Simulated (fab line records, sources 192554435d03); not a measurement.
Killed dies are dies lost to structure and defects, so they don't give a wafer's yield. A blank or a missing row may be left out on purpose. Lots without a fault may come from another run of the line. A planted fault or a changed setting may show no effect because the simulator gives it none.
Which tool did it? | flow n5_finfet | 8 lots, 24 wafers sampled, at 5 steps of a route of 1938

WHAT THE GAUGES READ, wafer by wafer
N5_BEOL_M4_RC_MEAS_101. Usual: DIBL_N 36.3 mV/V, standard deviation 1.2; DIBL_P 36.7 mV/V, standard deviation 1.5; IOFF_N 0.164 nA/um, standard deviation 0.02; IOFF_P 0.214 nA/um, standard deviation 0.024; ION_N 673 uA/um, standard deviation 8.5; ION_P 461 uA/um, standard deviation 5.9; SS_N 71.6 mV/dec, standard deviation 0.44; SS_P 73.3 mV/dec, standard deviation 0.55; VT_N 249.4 mV, standard deviation 2.4; VT_P -250.0 mV, standard deviation 2.3.
lot  | measured     | on        | DIBL_N (mV/V)  | DIBL_P (mV/V)  | IOFF_N (nA/um)    | IOFF_P (nA/um)    | ION_N (uA/um) | ION_P (uA/um) | SS_N (mV/dec)  | SS_P (mV/dec)  | VT_N (mV)         | VT_P (mV)            | flag
L425 | day 8 04:02  | prober-02 | 36.6 36.5 37.0 | 35.3 34.2 35.8 | 0.157 0.150 0.172 | 0.211 0.201 0.227 | 666 667 672   | 463 459 464   | 71.3 72.1 71.7 | 72.8 73.1 73.0 | 249.4 252.6 248.8 | -248.3 -251.7 -248.0 |
L426 | day 9 02:45  | prober-01 | 35.1 34.0 35.6 | 36.3 34.5 37.5 | 0.140 0.123 0.162 | 0.184 0.166 0.199 | 657 662 678   | 452 454 459   | 71.0 71.6 71.6 | 72.7 72.7 73.4 | 250.2 251.7 249.5 | -253.4 -255.6 -253.3 |
L428 | day 8 20:59  | prober-01 | 36.0 36.0 36.9 | 36.0 35.6 37.8 | 0.149 0.144 0.173 | 0.187 0.178 0.210 | 658 661 673   | 446 452 458   | 71.7 71.4 72.4 | 73.1 73.0 73.6 | 253.4 253.4 250.8 | -250.9 -251.6 -251.3 |
L435 | day 10 17:22 | prober-02 | 38.5 36.8 35.9 | 39.1 37.5 35.4 | 0.217 0.172 0.151 | 0.266 0.242 0.201 | 692 673 667   | 470 459 456   | 72.3 72.2 71.6 | 74.8 74.5 73.4 | 247.0 250.8 251.7 | -248.6 -247.8 -251.3 |
L436 | day 11 07:54 | prober-02 | 37.8 36.2 37.2 | 36.6 35.0 35.5 | 0.164 0.148 0.161 | 0.201 0.183 0.202 | 673 663 663   | 456 451 451   | 71.4 71.5 72.0 | 73.5 73.3 73.1 | 248.8 250.9 250.2 | -251.1 -253.0 -249.0 |
L437 | day 11 14:11 | prober-02 | 36.5 37.9 38.2 | 37.6 39.0 39.6 | 0.160 0.177 0.188 | 0.190 0.217 0.213 | 662 671 659   | 452 462 452   | 71.1 71.5 72.3 | 73.3 73.3 73.2 | 250.8 249.7 244.9 | -252.2 -253.4 -249.8 |
L442 | day 12 16:58 | prober-01 | 33.7 32.4 34.8 | 35.5 33.5 36.5 | 0.131 0.114 0.151 | 0.181 0.160 0.200 | 664 662 660   | 458 455 454   | 71.2 71.1 70.9 | 72.7 72.2 73.3 | 252.4 254.5 249.7 | -252.3 -253.9 -249.8 |
L444 | day 12 22:19 | prober-02 | 38.6 36.9 39.0 | 37.3 36.2 37.4 | 0.201 0.162 0.196 | 0.240 0.213 0.229 | 679 664 666   | 465 454 460   | 71.2 70.9 71.8 | 73.5 73.0 73.7 | 245.6 249.2 246.6 | -246.5 -248.0 -249.1 |

WHICH TOOL RAN EACH LOT (tool, then ch and the chambers of the sampled wafers, then the start)
lot  | N5_BEOL_M0_SAQP_ETCH_84            | N5_BEOL_M0_SAQP_MANDREL1_REMOVE_100 | N5_BEOL_M0_SAQP_ETCH_106           | N5_BEOL_M0_SAQP_ETCH_107
L425 | rie_diel-05 ch 0,1,2, day 5 19:34  | rie_si-01 ch 0,2,3, day 5 21:05     | rie_diel-05 ch 2,3, day 5 22:04    | rie_diel-05 ch 2,3, day 5 22:07
L426 | rie_diel-06 ch 0,2,3, day 6 05:52  | rie_si-04 ch 0,2, day 6 07:25       | rie_diel-06 ch 0,2,3, day 6 08:14  | rie_diel-06 ch 0,2,3, day 6 08:18
L428 | rie_diel-06 ch 1,2,3, day 6 09:47  | rie_si-04 ch 0,1,2, day 6 11:28     | rie_diel-05 ch 0,1,3, day 6 12:17  | rie_diel-05 ch 0,1,3, day 6 12:20
L435 | rie_diel-05 ch 0,1,2, day 8 14:23  | rie_si-05 ch 0,1,2, day 8 18:47     | rie_diel-05 ch 0,1,2, day 8 19:36  | rie_diel-05 ch 0,1,2, day 8 19:40
L436 | rie_diel-06 ch 0,1,2, day 8 20:23  | rie_si-01 ch 0,2, day 8 22:13       | rie_diel-05 ch 0,1,2, day 8 23:02  | rie_diel-05 ch 0,1,2, day 8 23:05
L437 | rie_diel-06 ch 0,2,3, day 9 05:11  | rie_si-04 ch 0,1,3, day 9 07:50     | rie_diel-02 ch 1,3, day 9 08:44    | rie_diel-02 ch 1,3, day 9 08:48
L442 | rie_diel-05 ch 1,2,3, day 10 10:07 | rie_si-05 ch 0,2,3, day 10 11:29    | rie_diel-06 ch 1,3, day 10 12:22   | rie_diel-06 ch 1,3, day 10 12:26
L444 | rie_diel-05 ch 0,3, day 10 18:07   | rie_si-05 ch 1,2,3, day 10 19:29    | rie_diel-06 ch 0,1,2, day 10 20:17 | rie_diel-06 ch 0,1,2, day 10 20:21
- N5_BEOL_M0_SAQP_ETCH_84: etches SOC in N2/H2, target depth 100 nm, overetch 20 nm, time 150 s.
- N5_BEOL_M0_SAQP_MANDREL1_REMOVE_100: chemistry HBr/Cl2/O2, target a-Si, stops on SiNx, bt time 10 s.
- N5_BEOL_M0_SAQP_ETCH_106: etches SOC in N2/H2, stops on SiNx, target depth 150 nm.
- N5_BEOL_M0_SAQP_ETCH_107: etches SiNx in CH3F/O2, target depth 30 nm.

WHAT THE TOOLS THEMSELVES READ (means of the sampled wafers that have a number; where no wafer has one, the mark that the record gives instead)
N5_BEOL_M0_SAQP_ETCH_84. Usual: bias_w 150.0 W, standard deviation 0.46; drypump_motor_current_A 5.8 A, standard deviation 0.47; n2_flow_sccm 200.0 sccm, standard deviation 0.55; oes_product_au 0.72 a.u., standard deviation 0.074; rf_vpp_V 524.2 V, standard deviation 2.9; showerhead_plenum_p_Torr 2.56 Torr, standard deviation 0.094; throttle_valve_pct 17.89 %, standard deviation 0.26.
lot  | tool        | bias_w (W) | drypump_motor_current_A (A) | n2_flow_sccm (sccm) | oes_product_au (a.u.) | rf_vpp_V (V) | showerhead_plenum_p_Torr (Torr) | throttle_valve_pct (%) | flag
L425 | rie_diel-05 | 149.6      | 5.7                         | 199.9               | 0.66                  | 523.9        | 2.57                            | 18.06                  |
L426 | rie_diel-06 | 149.9      | 6.3                         | 200.1               | 0.75                  | 523.0        | 2.54                            | 17.69                  |
L428 | rie_diel-06 | 150.1      | 6.2                         | 200.2               | 0.71                  | 521.9        | 2.49                            | 17.80                  |
L435 | rie_diel-05 | 150.5      | 5.7                         | 200.1               | 0.74                  | 524.1        | 2.56                            | 17.95                  |
L436 | rie_diel-06 | 150.4      | 5.9                         | 199.8               | 0.71                  | 522.9        | 2.52                            | 17.76                  |
L437 | rie_diel-06 | 150.0      | 6.3                         | 200.1               | 0.73                  | 523.0        | 2.53                            | 17.73                  |
L442 | rie_diel-05 | 150.3      | 5.7                         | 200.2               | 0.71                  | 526.9        | 2.62                            | 18.05                  |
L444 | rie_diel-05 | 149.8      | 5.7                         | 199.5               | 0.82                  | 526.5        | 2.64                            | 17.67                  |

N5_BEOL_M0_SAQP_MANDREL1_REMOVE_100. Usual: drypump_motor_current_A 5.8 A, standard deviation 0.31; oes_product_au 0.999 a.u., standard deviation 0.02; throttle_valve_pct 36.79 %, standard deviation 0.18.
lot  | tool      | drypump_motor_current_A (A) | oes_product_au (a.u.) | throttle_valve_pct (%) | flag
L425 | rie_si-01 | 5.8                         | 0.978                 | 36.74                  |
L426 | rie_si-04 | 5.8                         | 1.017                 | 36.86                  |
L428 | rie_si-04 | 5.9                         | 1.013                 | 36.93                  |
L435 | rie_si-05 | 5.6                         | 1.013                 | 36.66                  |
L436 | rie_si-01 | 5.8                         | 0.980                 | 36.80                  |
L437 | rie_si-04 | 6.1                         | 1.005                 | 37.00                  |
L442 | rie_si-05 | 5.7                         | 1.008                 | 36.67                  |
L444 | rie_si-05 | 5.5                         | 1.024                 | 36.60                  |

N5_BEOL_M0_SAQP_ETCH_106. Usual: bias_w 61.02 W, standard deviation 0.18; drypump_motor_current_A 5.8 A, standard deviation 0.43; n2_flow_sccm 200.0 sccm, standard deviation 0.56; oes_product_au 0.79 a.u., standard deviation 0.083; rf_vpp_V 240.8 V, standard deviation 1.4; showerhead_plenum_p_Torr 2.54 Torr, standard deviation 0.088; throttle_valve_pct 17.88 %, standard deviation 0.26.
lot  | tool        | bias_w (W) | drypump_motor_current_A (A) | n2_flow_sccm (sccm) | oes_product_au (a.u.) | rf_vpp_V (V) | showerhead_plenum_p_Torr (Torr) | throttle_valve_pct (%) | flag
L425 | rie_diel-05 | 61.10      | 5.5                         | 199.5               | 0.72                  | 239.8        | 2.49                            | 18.17                  |
L426 | rie_diel-06 | 61.01      | 6.3                         | 199.5               | 0.83                  | 241.1        | 2.54                            | 17.69                  |
L428 | rie_diel-05 | 60.96      | 5.7                         | 200.4               | 0.71                  | 239.9        | 2.52                            | 18.02                  |
L435 | rie_diel-05 | 61.07      | 5.6                         | 200.0               | 0.81                  | 240.8        | 2.56                            | 17.95                  |
L436 | rie_diel-05 | 61.04      | 5.6                         | 200.1               | 0.81                  | 241.2        | 2.56                            | 17.93                  |
L437 | rie_diel-02 | 61.04      | 6.0                         | 200.4               | 0.79                  | 241.5        | 2.63                            | 17.83                  |
L442 | rie_diel-06 | 61.16      | 6.2                         | 200.2               | 0.78                  | 239.3        | 2.45                            | 17.83                  |
L444 | rie_diel-06 | 61.20      | 5.9                         | 199.8               | 0.76                  | 240.6        | 2.51                            | 17.77                  |

N5_BEOL_M0_SAQP_ETCH_107. Usual: bias_w 72.99 W, standard deviation 0.22; drypump_motor_current_A 5.8 A, standard deviation 0.43; mfc_ar_sccm 150.0 sccm, standard deviation 0.45; oes_product_au 0.79 a.u., standard deviation 0.087; rf_vpp_V 296.3 V, standard deviation 2.3; showerhead_plenum_p_Torr 2.00 Torr, standard deviation 0.068; throttle_valve_pct 16.38 %, standard deviation 0.25.
lot  | tool        | bias_w (W) | drypump_motor_current_A (A) | mfc_ar_sccm (sccm) | oes_product_au (a.u.) | rf_vpp_V (V) | showerhead_plenum_p_Torr (Torr) | throttle_valve_pct (%) | flag
L425 | rie_diel-05 | 73.22      | 5.5                         | 150.1              | 0.73                  | 297.1        | 1.96                            | 16.66                  |
L426 | rie_diel-06 | 72.94      | 6.2                         | 150.2              | 0.84                  | 296.5        | 2.00                            | 16.26                  |
L428 | rie_diel-05 | 72.81      | 5.8                         | 150.2              | 0.71                  | 294.9        | 1.98                            | 16.50                  |
L435 | rie_diel-05 | 55.01      | 5.6                         | 150.2              | 0.77                  | 236.3        | 2.01                            | 16.38                  | OFF
L436 | rie_diel-05 | 54.88      | 5.6                         | 149.9              | 0.77                  | 237.2        | 2.01                            | 16.38                  | OFF
L437 | rie_diel-02 | 73.22      | 5.9                         | 150.8              | 0.81                  | 295.6        | 2.06                            | 16.28                  |
L442 | rie_diel-06 | 72.90      | 6.2                         | 150.0              | 0.79                  | 294.9        | 1.93                            | 16.37                  |
L444 | rie_diel-06 | 73.14      | 5.9                         | 150.0              | 0.77                  | 296.2        | 1.98                            | 16.33                  |

THE ANSWER, worked out from the rows above alone
Rule: a lot is off if the mean of its wafers that have a number lies more than 3 standard deviations from the usual mean. A lot without any number at a reading at which 4 lots or more have one is off too. The other lots that the step has rows for count as sound. The gauges are gone through in route order, then the tools' own readings, and for those a lot's mean is taken as printed above. The first step at which some lot is off is used, and at that step the reading that is off furthest; a lot without a number counts as furthest.
Off: L435, L436, at N5_BEOL_M0_SAQP_ETCH_107 (bias_w).
A tool fits if, at that step or a process step before it, it ran every lot that is off, and no sound lot after the first of them. One fits: rie_diel-05 at N5_BEOL_M0_SAQP_ETCH_106 and N5_BEOL_M0_SAQP_ETCH_107. At N5_BEOL_M0_SAQP_ETCH_106 its last sound lot is L428 (day 6 12:17), its first lot that is off L435 (day 8 19:36): a fault that began between those two fits.

WHAT THE SIMULATOR HAD PUT IN
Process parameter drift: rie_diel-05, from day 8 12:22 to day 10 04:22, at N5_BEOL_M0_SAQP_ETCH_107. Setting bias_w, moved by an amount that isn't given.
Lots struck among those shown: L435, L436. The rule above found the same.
